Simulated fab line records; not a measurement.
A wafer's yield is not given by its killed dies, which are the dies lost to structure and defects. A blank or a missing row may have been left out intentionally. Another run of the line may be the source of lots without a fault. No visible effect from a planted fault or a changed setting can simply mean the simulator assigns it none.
Which tool did it? ; flow n5-finfet ; 24 lots, 72 wafers sampled, at 5 steps of a route of 1938

== WHAT THE GAUGES READ, wafer by wafer ==
N5_SD_ACTIVATION_INSPECT_02: inspects for defects (darkfield). Usual: raw-defect-count at 179, with a standard deviation of 36.
lot;measured;on;raw-defect-count;flag
L074;day 3 08:50;defect-inspect-02;152 153 197;
L075;day 3 15:02;defect-inspect-02;188 215 195;
L076;day 3 21:49;defect-inspect-01;183 214 163;
L077;day 4 02:19;defect-inspect-02;138 256 107;
L078;day 4 11:02;defect-inspect-02;187 157 187;
L079;day 4 14:40;defect-inspect-01;198 189 181;
L080;day 4 22:43;defect-inspect-02;249 133 193;
L081;day 5 05:49;defect-inspect-02;178 165 156;
L082;day 5 08:25;defect-inspect-02;270 237 232;
L083;day 5 17:07;defect-inspect-01;140 142 144;
L084;day 5 22:46;defect-inspect-01;172 198 196;
L085;day 6 08:57;defect-inspect-02;160 156 102;
L086;day 6 10:44;defect-inspect-01;182 160 154;
L087;day 6 16:44;defect-inspect-01;119 158 130;
L088;day 7 00:14;defect-inspect-02;162 149 128;
L089;day 7 05:52;defect-inspect-02;228 178 221;
L090;day 7 15:14;defect-inspect-02;147 186 151;
L092;day 7 22:22;defect-inspect-01;167 142 166;
L091;day 8 01:06;defect-inspect-02;241 222 192;
L093;day 8 07:13;defect-inspect-02;168 157 208;
L094;day 8 10:24;defect-inspect-02;116 181 248;
L095;day 8 16:48;defect-inspect-01;228 249 229;
L096;day 8 22:29;defect-inspect-02;253 221 138;
L097;day 9 06:38;defect-inspect-01;125 158 170;

N5_SDB_INSPECT_36: inspects for defects (darkfield). Usual: raw-defect-count at 35, with a standard deviation of 16.
lot;measured;on;raw-defect-count;flag
L074;day 3 19:54;defect-inspect-02;54 60 66;
L075;day 4 01:38;defect-inspect-01;24 16 30;
L076;day 4 08:43;defect-inspect-02;29 40 23;
L077;day 4 13:10;defect-inspect-01;18 25 35;
L078;day 4 22:32;defect-inspect-02;22 42 61;
L079;day 5 01:49;defect-inspect-02;35 24 27;
L080;day 5 10:20;defect-inspect-01;29 35 29;
L081;day 5 17:25;defect-inspect-01;49 61 39;
L082;day 5 19:23;defect-inspect-01;35 21 38;
L083;day 6 04:11;defect-inspect-01;16 34 28;
L084;day 6 11:16;defect-inspect-02;75 80 33;
L085;day 6 19:41;defect-inspect-01;17 16 27;
L086;day 6 21:50;defect-inspect-02;22 39 76;
L087;day 7 03:34;defect-inspect-02;21 26 23;
L088;day 7 11:25;defect-inspect-02;13 55 37;
L089;day 7 17:40;defect-inspect-01;36 21 33;
L090;day 8 02:06;defect-inspect-02;42 51 21;
L092;day 8 10:05;defect-inspect-01;24 25 20;
L091;day 8 12:14;defect-inspect-01;21 20 30;
L093;day 8 18:20;defect-inspect-01;18 26 31;
L094;day 8 21:33;defect-inspect-02;39 55 52;
L095;day 9 04:14;defect-inspect-02;38 42 26;
L096;day 9 09:42;defect-inspect-01;30 44 40;
L097;day 9 17:14;defect-inspect-01;26 36 55;

== WHAT TOOL EACH LOT RAN ON (gives the tool, then ch and the chambers of the sampled wafers, and finally the start) ==
lot;N5_ILD0_ALD_15;N5_SDB_ETCH_25;N5_SDB_ALD_29
L074;ald-sin-02 ch 0,2,3, day 3 12:55;rie-diel-01 ch 0,1,2, day 3 16:32;ald-sin-04 ch 1,2,3, day 3 16:50
L075;ald-sin-02 ch 0,3, day 3 18:47;rie-diel-04 ch 1,2, day 3 22:18;ald-sin-01 ch 0,2,3, day 3 22:35
L076;ald-sin-01 ch 1,2,3, day 4 01:53;rie-diel-01 ch 0,2,3, day 4 05:23;ald-sin-01 ch 0,1,3, day 4 05:39
L077;ald-sin-02 ch 0,1,2, day 4 06:04;rie-diel-03 ch 1,2, day 4 09:51;ald-sin-01 ch 2,3, day 4 10:07
L078;ald-sin-02 ch 0,1,3, day 4 15:17;rie-diel-04 ch 1,2,3, day 4 18:47;ald-sin-03 ch 0,1,3, day 4 19:28
L079;ald-sin-02 ch 0,1,2, day 4 18:25;rie-diel-04 ch 0,1,3, day 4 22:02;ald-sin-04 ch 0,1,2, day 4 22:45
L080;ald-sin-02 ch 2,3, day 5 03:10;rie-diel-01 ch 2,3, day 5 06:52;ald-sin-03 ch 2,3, day 5 07:17
L081;ald-sin-01 ch 0,2, day 5 09:34;rie-diel-01 ch 1,2,3, day 5 13:17;ald-sin-04 ch 1,2, day 5 14:22
L082;ald-sin-01 ch 0,1, day 5 12:12;rie-diel-01 ch 0,2,3, day 5 16:04;ald-sin-01 ch 2,3, day 5 16:20
L083;ald-sin-01 ch 0,1,3, day 5 21:17;rie-diel-03 ch 1,2,3, day 6 00:47;ald-sin-03 ch 0,1, day 6 01:03
L084;ald-sin-01 ch 0,1, day 6 04:23;rie-diel-04 ch 0,1,2, day 6 07:57;ald-sin-04 ch 0,1, day 6 08:13
L085;ald-sin-02 ch 0,2, day 6 12:42;rie-diel-01 ch 0,1, day 6 16:22;ald-sin-03 ch 0,3, day 6 16:38
L086;ald-sin-02 ch 0,1,3, day 6 14:53;rie-diel-01 ch 2,3, day 6 18:30;ald-sin-01 ch 1,2, day 6 18:46
L087;ald-sin-04 ch 0,1, day 6 20:41;rie-diel-03 ch 0,2, day 7 00:11;ald-sin-03 ch 2,3, day 7 00:28
L088;ald-sin-01 ch 0,1,2, day 7 04:07;rie-diel-04 ch 1,2,3, day 7 08:05;ald-sin-01 ch 1,2, day 7 08:22
L089;ald-sin-04 ch 1,2,3, day 7 09:56;rie-diel-03 ch 0,2,3, day 7 14:20;ald-sin-03 ch 0,1,2, day 7 14:37
L090;ald-sin-01 ch 0,2,3, day 7 18:59;rie-diel-04 ch 0,2,3, day 7 22:44;ald-sin-04 ch 0,1,3, day 7 23:03
L092;ald-sin-02 ch 1,2,3, day 8 02:07;rie-diel-01 ch 1,2,3, day 8 05:51;ald-sin-04 ch 0,2,3, day 8 07:01
L091;ald-sin-04 ch 0,1, day 8 04:51;rie-diel-01 ch 0,1, day 8 08:29;ald-sin-01 ch 2,3, day 8 09:11
L093;ald-sin-04 ch 0,1,3, day 8 11:21;rie-diel-04 ch 2,3, day 8 15:01;ald-sin-04 ch 0,2, day 8 15:17
L094;ald-sin-01 ch 1,2,3, day 8 14:09;rie-diel-04 ch 1,2,3, day 8 18:14;ald-sin-04 ch 2,3, day 8 18:29
L095;ald-sin-01 ch 0,2, day 8 21:02;rie-diel-03 ch 1,3, day 9 00:55;ald-sin-01 ch 0,3, day 9 01:11
L096;ald-sin-04 ch 2,3, day 9 02:43;rie-diel-04 ch 2,3, day 9 06:20;ald-sin-04 ch 1,3, day 9 06:39
L097;ald-sin-04 ch 0,1,3, day 9 10:23;rie-diel-04 ch 0,2,3, day 9 13:55;ald-sin-04 ch 1,2, day 9 14:11
- N5_ILD0_ALD_15: deposits SiNx, target thk 24 nm, pulse time 1 s, ald cycles 480.
- N5_SDB_ETCH_25: etches SiO2 in C4F6/O2, target depth 10 nm, time 3.3 s.
- N5_SDB_ALD_29: deposits SiNx, target thk 30 nm, pulse time 1 s, ald cycles 600.

== WHAT THE TOOLS THEMSELVES READ (means of the sampled wafers that have a number; where no wafer has one, the mark that the record gives instead) ==
N5_ILD0_ALD_15. Usual: heater-power-w 869 W, standard deviation 120; precursor-pulse-height-rel 1.002, standard deviation 0.02.
lot;tool;heater-power-w (W);precursor-pulse-height-rel;flag
L074;ald-sin-02;853;1.013;
L075;ald-sin-02;922;1.000;
L076;ald-sin-01;998;1.012;
L077;ald-sin-02;769;0.978;
L078;ald-sin-02;845;0.995;
L079;ald-sin-02;766;1.004;
L080;ald-sin-02;818;1.011;
L081;ald-sin-01;851;0.990;
L082;ald-sin-01;901;1.007;
L083;ald-sin-01;892;1.012;
L084;ald-sin-01;827;1.006;
L085;ald-sin-02;778;1.001;
L086;ald-sin-02;856;1.022;
L087;ald-sin-04;752;1.018;
L088;ald-sin-01;925;1.000;
L089;ald-sin-04;890;0.993;
L090;ald-sin-01;905;1.021;
L092;ald-sin-02;817;0.999;
L091;ald-sin-04;746;1.007;
L093;ald-sin-04;840;1.010;
L094;ald-sin-01;989;1.013;
L095;ald-sin-01;938;1.014;
L096;ald-sin-04;995;1.001;
L097;ald-sin-04;840;1.003;

N5_SDB_ETCH_25. Usual: drypump-motor-current-A 5.8 A, standard deviation 0.32; oes-product-au 0.79 a.u., standard deviation 0.073; rf-fwd-power-W 342.4 W, standard deviation 1.3; rf-vpp-V 667 V, standard deviation 7.2; showerhead-plenum-p-Torr 2.86 Torr, standard deviation 0.11; throttle-valve-pct 21.17 %, standard deviation 0.26.
lot;tool;drypump-motor-current-A (A);oes-product-au (a.u.);rf-fwd-power-W (W);rf-vpp-V (V);showerhead-plenum-p-Torr (Torr);throttle-valve-pct (%);flag
L074;rie-diel-01;6.1;0.78;342.0;668;2.81;20.96;
L075;rie-diel-04;5.8;0.82;341.2;671;2.99;21.42;
L076;rie-diel-01;6.0;0.80;342.8;666;2.79;21.02;
L077;rie-diel-03;6.0;0.73;342.8;662;2.86;21.19;
L078;rie-diel-04;5.8;0.86;341.0;674;3.01;21.34;
L079;rie-diel-04;5.8;0.90;343.0;672;2.96;21.09;
L080;rie-diel-01;6.0;0.75;342.0;666;2.81;21.14;
L081;rie-diel-01;6.0;0.74;342.8;665;2.80;21.16;
L082;rie-diel-01;6.0;0.79;342.1;667;2.78;21.04;
L083;rie-diel-03;5.9;0.75;344.2;661;2.84;21.31;
L084;rie-diel-04;5.8;0.84;341.2;667;2.92;21.21;
L085;rie-diel-01;6.0;0.74;343.4;667;2.79;21.00;
L086;rie-diel-01;6.1;0.74;342.6;665;2.80;21.15;
L087;rie-diel-03;5.4;0.74;344.2;669;2.90;21.45;
L088;rie-diel-04;5.8;0.82;342.3;674;3.00;21.36;
L089;rie-diel-03;5.5;0.74;342.1;665;2.83;21.41;
L090;rie-diel-04;5.6;0.82;341.9;667;2.92;21.24;
L092;rie-diel-01;6.0;0.72;342.4;665;2.79;21.19;
L091;rie-diel-01;6.0;0.78;342.2;668;2.76;20.90;
L093;rie-diel-04;5.6;0.78;341.1;671;2.97;21.51;
L094;rie-diel-04;5.8;0.81;342.1;674;3.00;21.38;
L095;rie-diel-03;6.1;0.82;341.8;657;2.75;21.20;
L096;rie-diel-04;5.6;0.80;342.6;673;2.99;21.42;
L097;rie-diel-04;5.6;0.80;342.8;666;2.91;21.26;

N5_SDB_ALD_29. Usual: heater-power-w 894 W, standard deviation 110; precursor-pulse-height-rel 1.000, standard deviation 0.021.
lot;tool;heater-power-w (W);precursor-pulse-height-rel;flag
L074;ald-sin-04;879;1.008;
L075;ald-sin-01;942;0.996;
L076;ald-sin-01;915;1.002;
L077;ald-sin-01;998;1.022;
L078;ald-sin-03;839;1.009;
L079;ald-sin-04;845;1.002;
L080;ald-sin-03;863;1.009;
L081;ald-sin-04;812;1.009;
L082;ald-sin-01;957;1.014;
L083;ald-sin-03;853;0.998;
L084;ald-sin-04;737;0.991;
L085;ald-sin-03;884;0.986;
L086;ald-sin-01;1028;1.017;
L087;ald-sin-03;853;1.002;
L088;ald-sin-01;1028;1.006;
L089;ald-sin-03;854;0.997;
L090;ald-sin-04;844;1.005;
L092;ald-sin-04;929;1.001;
L091;ald-sin-01;1024;0.978;
L093;ald-sin-04;953;1.020;
L094;ald-sin-04;988;1.000;
L095;ald-sin-01;799;1.001;
L096;ald-sin-04;883;0.994;
L097;ald-sin-04;811;1.000;

== THE ANSWER, worked out from the rows above alone ==
Rule: take the mean of a lot's wafers that have a number; if it is more than 3 standard deviations from the usual mean, the lot is off. A lot without any number at a reading at which 4 lots or more have one is off too. Where the step has rows for the other lots, those lots are counted as sound. First the gauges in route order, then the tools' own readings, where a lot's mean is used as printed above. The first step at which some lot is off is used, and at that step the reading that is off furthest; a lot without a number counts as furthest.
No lot is off on any of the readings shown, so nothing can be concluded from this.

== WHAT THE SIMULATOR HAD PUT IN ==
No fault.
